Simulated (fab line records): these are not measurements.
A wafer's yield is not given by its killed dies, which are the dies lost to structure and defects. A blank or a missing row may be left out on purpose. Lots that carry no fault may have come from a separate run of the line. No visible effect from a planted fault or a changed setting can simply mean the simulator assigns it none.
fab line records	flow n5_finfet
record: lots: 8	wafers: 24	last_day: 18
route steps=1938 shown BEOL_M0_SAQP@658 BEOL_M0_CUTY@710 BEOL_M4@1111 PASSIVATION@1936
lots untouched by any fault: they come from a run of this same line in which no faults occurred
start_h: start of the lot's first displayed wafer, in hours after the record's first day	wait_h: how many hours have passed since the lot's step before this one	" identical to the entry in the row above	L1.1+2: one row covering several wafers at once	- value missing, or start not given	* or withheld: withheld	< > ~ a bound
route shown NAME@n: a module of which the file shows steps, and the number in the route of the first	usual: mean/standard deviation of fault-free wafers	same: alike in all rows	chamber/n: place in a boat	sites: the reading at each site	_std_site: their standard deviation	_edge_site: inner sites' mean taken away from outer sites' mean	radius_mm: how far each site lies from the wafer's centre	mask NAME#n: copy n	behind: the tool/chamber that last shaped the wafer	hold: what put the lot on hold/how long, in hours/how the hold closed	device: whichever transistor did not switch (one of n, p or np)	end of line: the tests these same wafers got at the end of their route	for a step that has no rows: nothing shown but its recipe	killed: dies lost to structure and defects at the first sort, not the wafer's yield	map: per-die view of a wafer (x killed, . not killed, _ where there is no die)
set.NAME: the setting that was run; set.NAME@STEP: the one run at that earlier step	model.NAME: the simulator's own value behind a step, which no gauge read
the route's steps for a sample of lots (tables are steps, rows are wafers)
services: from which hour (start_h, from the record's first day; less than 0 if before it) a tool's chamber was out of use, for how many hours, and why
== steps ==
step: N5_BEOL_M0_SAQP_MANDREL_ETCH_20
recipe: target_depth_a: 600	chemistry: HBr/Cl2	target: a-Si	stop_on: SiNx	bt_time_s: 10	mask_material: SOC	over_etch_frac: 0.5	time_s: 30	pressure_mtorr: 10	icp_w: 800	bias_w: 75	HBr_flow_sccm: 150	Cl2_flow_sccm: 80	ends: end_point
usual: drypump_motor_current_A: 5.7/0.48	he_backside_leak_sccm: 2.7/0.33	mfc_cl2_sccm: 80.01/0.24	oes_product_au: 0.771/0.011	throttle_valve_pct: 35.3/0.39
same: over_etch_frac: 0.5
lot.wafer	tool	chamber	start_h	wait_h	drypump_motor_current_A	he_backside_leak_sccm	mfc_cl2_sccm	oes_product_au	rf_hours_counter_h	throttle_valve_pct
L891.1	rie_si-03	1	115.77	0.0	6.5	2.9	79.78	0.750	116	35.7
L891.3	"	3	"	"	6.1	2.7	79.76	0.782	0	35.5
L891.4	"	2	"	"	5.8	3.3	79.99	0.773	72	34.8
L893.1	rie_si-03	2	124.48	0.0	5.8	2.7	79.57	0.774	72	34.8
L893.3	"	3	"	"	6.1	2.8	80.35	0.786	1	35.5
L893.6	"	0	"	"	5.6	2.4	80.15	0.783	-	35.6
L894.2	rie_si-05	2	133.38	0.0	6.3	2.8	79.98	0.774	64	34.7
L894.4	"	3	"	"	5.2	2.5	80.02	0.776	94	35.3
L894.5	"	2	"	"	6.3	2.9	80.40	0.764	-	34.7
L895.1	rie_si-02	0	137.54	0.0	5.7	3.1	80.00	0.765	83	35.2
L895.3	"	3	"	"	5.5	2.7	80.02	0.773	176	35.6
L895.4	"	2	"	"	4.9	2.5	79.92	0.758	163	34.9
L906.1	rie_si-03	1	212.92	0.0	6.5	2.8	80.08	0.760	118	35.7
L906.3	"	3	"	"	6.1	2.8	80.02	0.786	2	35.5
L906.5	"	2	"	"	5.8	3.0	79.31	0.780	-	34.8
L908.3	rie_si-02	2	222.08	0.0	5.0	2.6	79.76	0.771	164	34.9
L908.4	"	3	"	"	5.5	2.5	79.73	0.780	177	35.5
L908.6	"	1	"	"	5.4	2.6	79.61	0.786	-	36.0
L909.3	rie_si-02	2	229.67	0.0	5.0	2.6	79.75	0.757	165	34.9
L909.4	"	3	"	"	5.5	2.5	79.76	0.781	177	35.6
L909.6	"	1	"	"	5.4	2.6	80.18	0.788	-	36.0
L913.1	rie_si-02	3	254.25	0.0	5.5	2.5	80.36	0.771	178	35.6
L913.2	"	1	"	"	5.4	2.6	79.74	0.776	132	36.0
L913.3	"	2	"	"	5.0	2.7	80.31	0.741	165	35.0
step: N5_BEOL_M0_SAQP_SPACER2_ETCHBACK_27
recipe: chemistry: CHF3/O2	mode: anisotropic_etchback	target: SiO2	target_depth_a: 225	time_s: 11.25	pressure_mtorr: 30	source_w: 650	bias_w: 170	Ar_flow_sccm: 200	CHF3_flow_sccm: 50	O2_flow_sccm: 5	ion_energy_ev: 200
usual: CHF3_flow_sccm: 50.02/0.14	drypump_motor_current_A: 5.6/0.38	oes_product_au: 0.83/0.09	rf_vpp_V: 525/5.2	showerhead_plenum_p_Torr: 2.44/0.055	throttle_valve_pct: 18.86/0.2
lot.wafer	tool	chamber	start_h	wait_h	CHF3_flow_sccm	drypump_motor_current_A	oes_product_au	rf_hours_counter_h	rf_vpp_V	showerhead_plenum_p_Torr	throttle_valve_pct
L891.1	rie_diel-04	0	119.48	0.3	50.15	5.9	0.80	118	519	2.44	18.78
L891.3	"	3	"	"	49.91	5.7	0.92	18	537	2.47	18.95
L891.4	"	3	"	"	49.93	5.7	0.91	-	537	2.47	18.93
L893.1	rie_diel-05	1	127.57	0.3	49.90	5.6	0.77	138	522	2.43	18.88
L893.3	"	3	"	"	49.99	5.6	0.95	6	524	2.38	18.73
L893.6	"	3	"	"	50.10	5.6	0.95	-	524	2.38	18.73
L894.2	rie_diel-02	0	136.22	0.3	49.95	5.4	0.68	243	518	2.27	18.85
L894.4	"	3	"	"	50.07	5.2	0.72	158	532	2.51	19.14
L894.5	"	3	"	"	50.40	5.2	0.72	-	533	2.51	19.15
L895.1	rie_diel-05	1	140.56	0.3	50.14	5.6	0.77	141	521	2.43	18.89
L895.3	"	3	"	"	49.97	5.6	0.94	9	524	2.38	18.74
L895.4	"	2	"	"	49.93	5.5	0.92	27	523	2.45	18.72
L906.1	rie_diel-04	3	215.85	0.4	50.31	5.7	0.86	48	536	2.45	19.00
L906.3	"	1	"	"	49.95	5.3	0.92	20	529	2.35	18.64
L906.5	"	1	"	"	50.02	5.4	0.92	-	528	2.35	18.65
L908.3	rie_diel-05	0	226.39	0.3	50.39	6.2	0.73	185	528	2.50	19.21
L908.4	"	1	"	"	49.92	5.6	0.74	167	522	2.42	18.93
L908.6	"	0	"	"	50.00	6.2	0.73	-	529	2.50	19.20
L909.3	rie_diel-02	3	233.58	0.3	49.95	5.2	0.70	187	532	2.50	19.19
L909.4	"	3	"	"	49.76	5.2	0.69	-	534	2.50	19.20
L909.6	"	1	"	"	49.99	4.9	0.94	-	519	2.46	18.57
L913.1	rie_diel-05	2	257.18	0.3	49.98	5.5	0.86	64	520	2.44	18.78
L913.2	"	1	"	"	49.96	5.6	0.73	177	522	2.41	18.96
L913.3	"	0	"	"	50.04	6.2	0.71	195	528	2.49	19.22
step: N5_BEOL_M0_SAQP_INSPECT_42
recipe: mode: adi	inspect_instrument: brightfield
usual: raw_defect_count: 293/76
lot.wafer	tool	chamber	start_h	wait_h	raw_defect_count
L891.1	defect_inspect-01	-	120.20	0.1	214
L891.3	"	-	"	"	302
L891.4	"	-	"	"	200
L893.1	defect_inspect-02	-	128.16	0.1	269
L893.3	"	-	"	"	415
L893.6	"	-	"	"	335
L894.2	defect_inspect-01	-	136.82	0.0	242
L894.4	"	-	"	"	406
L894.5	"	-	"	"	239
L895.1	defect_inspect-01	-	141.15	0.1	211
L895.3	"	-	"	"	218
L895.4	"	-	"	"	296
L906.1	defect_inspect-01	-	216.48	0.1	426
L906.3	"	-	"	"	197
L906.5	"	-	"	"	1247
L908.3	defect_inspect-02	-	227.11	0.0	227
L908.4	"	-	"	"	292
L908.6	"	-	"	"	265
L909.3	defect_inspect-01	-	234.17	0.0	614
L909.4	"	-	"	"	330
L909.6	"	-	"	"	259
L913.1	defect_inspect-02	-	257.80	0.1	279
L913.2	"	-	"	"	213
L913.3	"	-	"	"	245
step: N5_BEOL_M0_SAQP_CUT_ETCH_46
recipe: chemistry: N2/H2	target: SOC	target_depth_a: 1350	overetch_a: 270	temp_c: 40	time_s: 202.5	ion_energy_ev: 200	mask_material: SiARC	pressure_mtorr: 30	source_w: 840	bias_w: 150	n2_flow_sccm: 200	h2_flow_sccm: 200
usual: drypump_motor_current_A: 5.6/0.39	rf_vpp_V: 525.0/2	showerhead_plenum_p_Torr: 2.58/0.073	throttle_valve_pct: 17.76/0.27
lot.wafer	tool	chamber	start_h	wait_h	drypump_motor_current_A	rf_hours_counter_h	rf_vpp_V	showerhead_plenum_p_Torr	throttle_valve_pct
L891.1	rie_diel-02	3	120.32	0.0	5.2	153	527.8	2.66	18.13
L891.3	"	2	"	"	5.6	145	524.5	2.54	17.49
L891.4	"	1	"	"	4.9	233	524.7	2.61	17.83
L893.1	rie_diel-02	3	128.28	0.0	5.2	156	526.3	2.66	18.13
L893.3	"	0	"	"	5.3	241	519.7	2.42	18.01
L893.6	"	2	"	"	5.6	-	523.1	2.54	17.49
L894.2	rie_diel-02	3	136.93	0.0	5.2	158	525.6	2.66	18.12
L894.4	"	1	"	"	4.9	237	525.7	2.61	17.83
L894.5	"	2	"	"	5.6	-	524.4	2.54	17.50
L895.1	rie_diel-04	3	141.27	0.0	5.7	26	525.7	2.62	17.92
L895.3	"	0	"	"	5.9	126	524.8	2.54	17.56
L895.4	"	2	"	"	6.4	-	524.5	2.60	17.99
L906.1	rie_diel-04	1	216.60	0.0	5.3	21	522.3	2.49	17.67
L906.3	"	0	"	"	5.9	149	525.0	2.53	17.60
L906.5	"	2	"	"	6.4	-	524.4	2.59	18.01
L908.3	rie_diel-02	1	227.23	0.0	4.9	5	525.9	2.60	17.45
L908.4	"	0	"	"	5.4	13	528.1	2.74	17.62
L908.6	"	1	"	"	4.9	-	525.8	2.60	17.45
L909.3	rie_diel-02	3	234.29	0.0	5.2	187	527.5	2.65	18.18
L909.4	"	3	"	"	5.2	-	526.8	2.65	18.18
L909.6	"	0	"	"	5.4	-	528.4	2.74	17.62
L913.1	rie_diel-05	0	257.92	0.0	6.2	195	526.0	2.63	18.20
L913.2	"	3	"	"	5.6	40	521.8	2.46	17.39
L913.3	"	2	"	"	5.5	64	526.9	2.59	17.73
step: N5_BEOL_M0_SAQP_ETCH_49
recipe: chemistry: CF4/O2	target_depth_a: 370	target: SiO2	pressure_mtorr: 40	source_w: 535	bias_w: 49	Ar_flow_sccm: 100	cf4_flow_sccm: 100	O2_flow_sccm: 10	ion_energy_ev: 100
usual: drypump_motor_current_A: 5.6/0.39	oes_product_au: 0.80/0.084	rf_vpp_V: 241.6/3	showerhead_plenum_p_Torr: 2.23/0.049	throttle_valve_pct: 15.84/0.18
lot.wafer	tool	chamber	start_h	wait_h	drypump_motor_current_A	oes_product_au	rf_hours_counter_h	rf_vpp_V	showerhead_plenum_p_Torr	throttle_valve_pct
L891.1	rie_diel-02	0	121.15	0.4	5.3	0.70	239	239.3	2.09	15.92
L891.3	"	2	"	"	5.6	0.76	145	240.9	2.21	15.70
L891.4	"	3	"	"	5.2	0.73	153	243.9	2.29	16.04
L893.1	rie_diel-04	2	129.01	0.3	6.4	0.91	34	243.5	2.26	15.87
L893.3	"	0	"	"	5.9	0.79	121	237.9	2.21	15.63
L893.6	"	2	"	"	6.4	0.90	-	244.3	2.26	15.87
L894.2	rie_diel-02	2	137.68	0.3	5.6	0.76	149	240.2	2.21	15.70
L894.4	"	1	"	"	4.9	0.69	238	238.1	2.26	15.95
L894.5	"	1	"	"	4.9	0.69	-	238.6	2.26	15.93
L895.1	rie_diel-04	2	142.01	0.3	6.4	0.88	39	244.3	2.26	15.89
L895.3	"	0	"	"	5.9	0.78	126	236.1	2.21	15.65
L895.4	"	0	"	"	5.9	0.78	-	235.4	2.21	15.65
L906.1	rie_diel-04	3	217.58	0.5	5.7	0.87	49	247.1	2.25	15.95
L906.3	"	1	"	"	5.3	0.91	21	243.3	2.15	15.54
L906.5	"	2	"	"	6.4	0.86	-	244.6	2.25	15.91
L908.3	rie_diel-04	3	228.18	0.5	5.7	0.86	52	247.1	2.25	15.96
L908.4	"	2	"	"	6.4	0.86	61	243.2	2.25	15.92
L908.6	"	3	"	"	5.7	0.85	-	246.2	2.25	15.95
L909.3	rie_diel-04	1	235.02	0.3	5.3	0.90	27	241.6	2.15	15.56
L909.4	"	2	"	"	6.3	0.85	64	244.1	2.25	15.94
L909.6	"	0	"	"	5.9	0.75	-	236.2	2.20	15.70
L913.1	rie_diel-05	2	258.67	0.3	5.5	0.87	64	238.4	2.23	15.74
L913.2	"	0	"	"	6.2	0.72	195	242.5	2.27	16.15
L913.3	"	1	"	"	5.6	0.73	178	239.1	2.20	15.87
step: N5_BEOL_M0_CUTY_INSPECT_59
recipe: mode: adi	inspect_instrument: macro
usual: raw_defect_count: 2.0/1.5
lot.wafer	tool	chamber	start_h	wait_h	raw_defect_count
L891.1	defect_inspect-01	-	121.57	0.0	3
L891.3	"	-	"	"	0
L891.4	"	-	"	"	1
L893.1	defect_inspect-02	-	129.55	0.0	4
L893.3	"	-	"	"	2
L893.6	"	-	"	"	4
L894.2	defect_inspect-01	-	138.10	0.0	7
L894.4	"	-	"	"	1
L894.5	"	-	"	"	0
L895.1	defect_inspect-02	-	142.43	0.0	0
L895.3	"	-	"	"	2
L895.4	"	-	"	"	3
L906.1	defect_inspect-01	-	218.14	0.0	3
L906.3	"	-	"	"	1
L906.5	"	-	"	"	>300
L908.3	defect_inspect-02	-	228.74	0.0	2
L908.4	"	-	"	"	2
L908.6	"	-	"	"	7
L909.3	defect_inspect-02	-	235.57	0.0	2
L909.4	"	-	"	"	1
L909.6	"	-	"	"	1
L913.1	defect_inspect-02	-	259.21	0.0	2
L913.2	"	-	"	"	3
L913.3	"	-	"	"	0
step: N5_BEOL_M4_RC_MEAS_101
usual: DIBL_N: 35.7/1.5	DIBL_P: 35.7/2	IOFF_N: 0.155/0.026	IOFF_P: 0.20/0.031	ION_N: 675/11	ION_P: 462/7.1	SS_N: 71.3/0.57	SS_P: 73.1/0.56	VT_N: 250/3	VT_P: -251/3
lot.wafer	tool	chamber	start_h	wait_h	DIBL_N[mV/V]	DIBL_P[mV/V]	IOFF_N[nA/um]	IOFF_P[nA/um]	ION_N[uA/um]	ION_P[uA/um]	SS_N[mV/dec]	SS_P[mV/dec]	VT_N[mV]	VT_P[mV]
L891.1	prober-01	0	185.28	0.0	37.9	38.4	0.208	0.24	696	472	72.1	73.4	245	-247
L891.3	"	0	"	"	37.5	37.2	0.182	0.23	671	461	71.8	73.3	247	-248
L891.4	"	0	"	"	35.9	36.3	0.166	0.22	688	474	70.9	73.4	247	-249
L893.1	prober-01	0	195.18	0.0	33.4	31.3	0.106	0.17	662	458	70.5	72.4	255	-253
L893.3	"	0	"	"	34.5	33.0	0.128	0.19	681	469	71.2	73.6	252	-251
L893.6	"	0	"	"	38.2	37.4	0.184	0.25	683	470	72.4	74.7	248	-248
L895.1	prober-01	0	198.41	0.0	32.8	32.8	0.124	0.17	669	460	71.5	72.4	251	-251
L895.3	"	0	"	"	30.9	30.8	0.101	0.14	638	444	69.9	71.8	256	-255
L895.4	"	0	"	"	34.8	34.6	0.152	0.19	676	460	71.7	72.7	247	-252
L894.2	prober-02	0	199.05	0.2	36.1	34.7	0.165	0.21	674	460	72.0	72.9	248	-251
L894.4	"	0	"	"	37.1	34.5	0.181	0.20	694	468	72.9	73.0	248	-252
L894.5	"	0	"	"	35.4	32.9	0.140	0.18	678	464	71.3	72.6	251	-252
L906.1	prober-01	0	277.73	0.0	36.7	36.3	0.157	0.21	682	472	72.4	72.9	248	-248
L906.3	"	0	"	"	37.4	37.0	0.171	0.23	683	469	72.5	73.6	248	-247
L906.5	"	0	"	"	37.1	36.7	0.169	0.23	677	467	71.9	73.5	246	-247
L909.3	prober-01	0	286.34	0.3	34.8	33.1	0.112	0.18	654	458	71.0	72.4	255	-251
L909.4	"	0	"	"	36.9	36.3	0.160	0.23	682	474	71.2	73.0	248	-247
L909.6	"	0	"	"	36.3	35.8	0.146	0.22	679	468	71.5	72.6	250	-249
L908.3	prober-02	0	293.25	0.3	33.4	34.3	0.121	0.14	668	450	71.4	72.9	253	-256
L908.4	"	0	"	"	34.1	34.8	0.133	0.15	677	455	71.6	72.9	250	-257
L908.6	"	0	"	"	34.6	35.3	0.136	0.15	677	456	71.7	72.8	250	-258
L913.1	prober-02	0	320.07	0.0	36.7	38.3	0.173	0.21	680	466	72.6	73.2	247	-251
L913.2	"	0	"	"	37.4	38.4	0.189	0.22	674	461	71.5	73.3	246	-251
L913.3	"	0	"	"	35.5	37.9	0.159	0.21	683	462	72.3	72.8	249	-250
step: N5_PASSIVATION_PROBE_49
usual: defect_limited_yield: 91.4/1.5	killed_at_M0_to_M3: 34/10	killed_at_M4_up: 15/6	killed_at_contacts: 12/6	killed_at_front_end: 37/11	killed_at_other: 3.3/2.8	killed_dies: 101/18	killed_open: 66/14	killed_short: 33/7.8	sort_bin_5_function: 5.0/0.97	sort_bin_6_memory: 3.2/0.72	sort_bin_8_speed: 0.00/0.01	sort_n_pass: 1079/18	sort_yield_pct: 91.4/1.5
same: gross_dies: 1180	killed_at_back_side: 0	sort_bin_4_leakage[%]: 0
lot.wafer	tool	chamber	start_h	wait_h	defect_limited_yield[%]	killed_at_M0_to_M3	killed_at_M4_up	killed_at_contacts	killed_at_front_end	killed_at_other	killed_dies	killed_open	killed_short	sort_bin_5_function[%]	sort_bin_6_memory[%]	sort_bin_8_speed[%]	sort_n_pass	sort_yield_pct[%]
L906.1	prober-01	-	385.66	0.0	93.6	22	11	6	33	4	76	52	20	3.6	2.3	0	1104	93.6
L906.3	prober-01	-	385.76	0.1	93.9	19	13	12	26	2	72	47	25	3.0	3.1	0	1108	93.9
L906.5	prober-01	-	385.86	0.2	85.8	100	13	8	44	2	167	65	23	8.1	3.5	0	1013	85.8
killed by level:class
L906.1 FIN_SAQP:geometric_particle:open=6 BEOL_M0_SAQP:geometric_particle:open=6 BEOL_M0_SAQP:geometric_particle:short=6 STI_FIN_REVEAL:geometric_particle:open=5 DUMMY_GATE:geometric_particle:open=5 MOL_CONTACT_COAG:geometric_particle:open=4 BEOL_M2:geometric_particle:open=4 HKMG_FIN:area_etch=4
L906.3 MOL_CONTACT_COAG:geometric_particle:open=8 STI_FIN_REVEAL:geometric_particle:open=7 BEOL_M0_SAQP:geometric_particle:open=6 FIN_SAQP:geometric_particle:short=5 FIN_SAQP:geometric_particle:open=4 MOL_CONTACT_COAG:geometric_particle:short=4 STI_FIN_REVEAL:geometric_particle:short=3 BEOL_M0:geometric_particle:open=3
L906.5 BEOL_M0_SAQP:unspecified=76 STI_FIN_REVEAL:geometric_particle:open=19 BEOL_M0_SAQP:geometric_particle:short=9 FIN_SAQP:geometric_particle:open=7 MOL_CONTACT_COAG:geometric_particle:open=7 BEOL_M0_SAQP:geometric_particle:open=5 BEOL_M3:geometric_particle:open=5 FIN_SAQP:geometric_particle:short=3
== services ==
tool	chamber	start_h	hours	kind
rie_diel-04	1	105.94	-	clean
rie_diel-04	1	105.94	-	consumable_replace:focus_ring
rie_diel-04	1	105.94	40.1	scheduled_down
rie_diel-04	1	105.94	40.1	vent_cycle
rie_diel-05	1	112.71	3.3	repair
rie_si-03	-	126.61	14.6	pm
rie_diel-04	2	143.32	5.9	repair
rie_diel-04	-	144.48	0.2	repair
rie_diel-02	2	145.20	5.7	repair
rie_si-03	2	153.27	10.2	repair
rie_diel-02	0	162.78	-	clean
rie_diel-02	0	162.78	-	consumable_replace:focus_ring
rie_diel-02	0	162.78	-	consumable_replace:showerhead
rie_diel-02	0	162.78	20.6	scheduled_down
rie_diel-02	0	162.78	20.6	vent_cycle
rie_diel-02	-	174.67	14.6	pm
rie_diel-02	1	189.27	-	clean
rie_diel-02	1	189.27	-	consumable_replace:focus_ring
rie_diel-02	1	189.27	21.8	scheduled_down
rie_diel-02	1	189.27	21.8	vent_cycle
rie_diel-02	0	190.78	2.9	repair
rie_diel-02	3	201.95	4.0	repair
rie_diel-05	3	210.20	15.3	repair
rie_si-02	2	212.16	4.6	repair
== key ==
first_sign: step: N5_BEOL_M0_SAQP_INSPECT_42	reading: raw_defect_count	direction: up	sigmas: 12	usual: 293	struck: 1247
effect: step: N5_BEOL_M0_CUTY_INSPECT_59	reading: raw_defect_count	direction: up	sigmas: 99+	usual: 2.0	struck: >300
effect: step: N5_PASSIVATION_PROBE_49	reading: killed_at_M0_to_M3	direction: up	sigmas: 6.3	usual: 34	struck: 100
more_kills_born_at: N5_BEOL_M0_SAQP_MANDREL_ETCH_20@rie_si-03: 76
met_at N5_BEOL_M0_SAQP_MANDREL_ETCH_20
struck_lots L906
struck_wafers L906.5
not_acting_at N5_BEOL_M0_SAQP_SPACER2_ETCHBACK_27,N5_BEOL_M0_SAQP_CUT_ETCH_46,N5_BEOL_M0_SAQP_ETCH_49
onset_between 124.48 212.92
fault: kind: chamber_particle_source	tool: rie_si-03	chamber: 2	onset_h: 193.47	steps: N5_BEOL_M0_SAQP_MANDREL_ETCH_20	rate_per_visit_cm2: 1.3344	end_h: 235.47
